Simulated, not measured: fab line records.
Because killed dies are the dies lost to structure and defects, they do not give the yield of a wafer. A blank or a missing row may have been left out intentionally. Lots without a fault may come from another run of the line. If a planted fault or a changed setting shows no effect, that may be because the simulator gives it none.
Split-lot experiment | flow n5-finfet | 21 wafers read across 7 lots, on a route 1938 steps long

ABOUT THE SPLIT
At N5_SDB_COAT_03 (time 60 s, resist thk 100 nm), the setting spin-rpm was moved away from the recipe's 1500 rpm on 6 of the 21 wafers read, by -8.9% to +8.3%. The other wafers ran this setting at the recipe's value.

FROM THE SPLIT TO THE READING: what the file shows between them, 7 steps
- N5_SDB_COAT_04: time 60 s, resist thk 18 nm
- N5_SDB_COAT_05: resist thk 90 nm
- N5_SDB_DESCUM_16: chemistry O2, time 7.9 s
- N5_SDB_ETCH_17: etches SiARC in CF4, target depth 23.4 nm, time 39 s
- N5_SDB_ETCH_18: etches SOC in N2/H2, target depth 100 nm, overetch 20 nm, time 150 s
- N5_SDB_STRIP_19: strips in N2/H2
- N5_SDB_STRIP_21: strips in CF4

THE READING
SOC_of_SDB_COAT_03.thk-nm (the simulator's own value, which no gauge read), in nm, at N5_SDB_HM_OPEN_20 (chemistry CH3F/O2, target SiNx, stops on poly-Si, target depth 24 nm). No usual value for it is given in the file. Here, 15 wafers ran the recipe; their average is 83.8 nm with a standard deviation of 0.56 nm.

wafer  | tool, chamber at the split | spin-rpm as run, rpm | against the recipe | SOC_of_SDB_COAT_03.thk-nm, nm | against lot-mates on the recipe
L076.1 | litho-track-01, 0          | 1500                 | recipe             | 83.8                          | -
L076.4 | litho-track-01, 0          | 1557                 | +3.8%              | 82.8                          | -1.5
L076.6 | litho-track-01, 0          | 1500                 | recipe             | 84.8                          | -
L079.2 | litho-track-01, 0          | 1500                 | recipe             | 84.4                          | -
L079.6 | litho-track-01, 0          | 1500                 | recipe             | 84.4                          | -
L079.3 | litho-track-01, 0          | 1624                 | +8.3%              | 80.6                          | -3.8
L081.3 | litho-track-05, 0          | 1500                 | recipe             | 83.6                          | -
L081.4 | litho-track-05, 0          | 1500                 | recipe             | 83.2                          | -
L081.5 | litho-track-05, 0          | 1500                 | recipe             | 83.2                          | -
L083.1 | litho-track-02, 0          | 1500                 | recipe             | 83.2                          | -
L083.3 | litho-track-02, 0          | 1500                 | recipe             | 83.4                          | -
L083.6 | litho-track-02, 0          | 1500                 | recipe             | 82.8                          | -
L086.1 | litho-track-01, 0          | 1366                 | -8.9%              | 89.2                          | +5.0
L086.2 | litho-track-01, 0          | 1366                 | -8.9%              | 88.2                          | +4.0
L086.3 | litho-track-01, 0          | 1500                 | recipe             | 84.2                          | -
L088.4 | litho-track-05, 0          | 1500                 | recipe             | 83.6                          | -
L088.5 | litho-track-05, 0          | 1500                 | recipe             | 83.6                          | -
L088.6 | litho-track-05, 0          | 1500                 | recipe             | 84.4                          | -
L089.1 | litho-track-01, 0          | 1500                 | recipe             | 84                            | -
L089.2 | litho-track-01, 0          | 1389                 | -7.4%              | 88                            | +4.0
L089.6 | litho-track-01, 0          | 1389                 | -7.4%              | 87.6                          | +3.6

FIT RESULTS
A straight line over all 21 wafers: SOC_of_SDB_COAT_03.thk-nm changes by -0.495 nm for each +1% of spin-rpm; r = -0.96; the points scatter about the line by 0.61 nm.
The same after taking each lot's own level away (the mean of its wafers on the recipe; 21 wafers): -0.49 nm for each +1%; r = -0.99; scatter 0.33 nm.
That fit puts the effect of the largest move of spin-rpm on the reading at 4.4 nm.
The lots' own levels span 83.13 to 84.40 nm, that is 2.3 times the standard deviation above.
The two slopes agree, so the slope changes little with the lot-to-lot level.
Check: +4.26 nm against its lot-mates is what the line predicts for one of the wafers moved furthest among these (-8.9%) when that wafer is left out of the fit. It came out at +5 nm against them.

THE WHOLE CHAIN: every reading that the file lists as answering this split, in the file's order
step              | what it does                                                         | reading                                                                    | change (the file's fit)               | r (the file's)
N5_SDB_COAT_03    | time 60 s, resist thk 100 nm                                         | SOC_of_SDB_COAT_03.thk-nm (the simulator's own value, which no gauge read) | -0.504 nm for each +1% of the setting | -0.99
N5_SDB_ETCH_18    | etches SOC in N2/H2, target depth 100 nm, overetch 20 nm, time 150 s | etch.depth-nm (the simulator's own value, which no gauge read)             | -0.508 nm for each +1% of the setting | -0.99
N5_SDB_HM_OPEN_20 | chemistry CH3F/O2, target SiNx, stops on poly-Si, target depth 24 nm | SOC_of_SDB_COAT_03.thk-nm (the simulator's own value, which no gauge read) | -0.485 nm for each +1% of the setting | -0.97
N5_SDB_STRIP_22   | strips in N2/H2                                                      | strip-time-to-endpoint-s                                                   | withheld for each +1% of the setting  | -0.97

FILE'S OWN FIT
SOC_of_SDB_COAT_03.thk-nm changes by -0.485 nm for each +1% of spin-rpm, r = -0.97.
